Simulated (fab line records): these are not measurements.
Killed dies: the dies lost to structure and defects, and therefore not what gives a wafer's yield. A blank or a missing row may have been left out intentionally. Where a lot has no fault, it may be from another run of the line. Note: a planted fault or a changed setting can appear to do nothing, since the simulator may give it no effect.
Matching of chambers + flow n5 finfet + cmp-01 running N5_BEOL_M6_CMP_52: 4 sister chambers
The step polishes, stops on SiCOH lowk, t overpolish 6.9 s, target thk 80 nm. 8 wafers are shown with their chamber, then 10 later ones without.

EACH WAFER AND ITS CHAMBER
| wafer  | chamber | motor current A (A) | time to endpoint s (s) |
|--------|---------|---------------------|------------------------|
| L074.1 | 0       | 7.0                 | 70                     |
| L078.2 | 0       | 6.9                 | 59                     |
| L083.5 | 1       | 5.4                 | 62                     |
| L085.1 | 3       | 5.5                 | 56                     |
| L085.3 | 1       | 5.4                 | 64                     |
| L085.5 | 2       | 6.6                 | 61                     |
| L086.1 | 3       | 5.2                 | 55                     |
| L086.4 | 2       | 6.3                 | 62                     |

WAFERS MISSING THEIR CHAMBER
| wafer  | motor current A (A) | time to endpoint s (s) |
|--------|---------------------|------------------------|
| L086.5 | 7.1                 | 64                     |
| L091.2 | 7.0                 | 65                     |
| L091.3 | 5.4                 | 64                     |
| L091.5 | 6.8                 | 69                     |
| L092.2 | 5.6                 | 54                     |
| L092.4 | 6.6                 | 59                     |
| L092.5 | 5.4                 | 58                     |
| L093.1 | 5.4                 | 52                     |
| L093.5 | 5.4                 | 59                     |
| L093.6 | 6.5                 | 56                     |

THE CHAMBER EACH PASSED THROUGH
| wafer  | from the rows above     | in truth |
|--------|-------------------------|----------|
| L086.5 | 0                       | 0        |
| L091.2 | 0                       | 0        |
| L091.3 | can't be placed: 1 or 3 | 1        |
| L091.5 | can't be placed: 0 or 2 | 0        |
| L092.2 | can't be placed: 3 or 1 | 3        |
| L092.4 | can't be placed: 2 or 0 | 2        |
| L092.5 | can't be placed: 3 or 1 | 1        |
| L093.1 | can't be placed: 3 or 1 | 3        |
| L093.5 | can't be placed: 3 or 1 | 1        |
| L093.6 | 2                       | 2        |
Correctly placed: 3 of 10. Cannot be placed on the basis of these rows: 7; the candidates contain the true chamber in 7. Placed wrongly: 0.
How it was worked out, from the rows above alone: a wafer's distance from a chamber is the root of the sum, over the readings, of the square of ((its reading less the chamber's mean) divided by the reading's scatter). The wafer belongs to the nearest chamber; if the next one is less than 2 further off, it can't be placed. For every chamber, the mean is computed from those of its wafers that are shown. How the scatter is found: for the shown wafers, subtract from each reading the mean of its chamber, square and add these, divide the total by (wafers less chambers), then take the root.
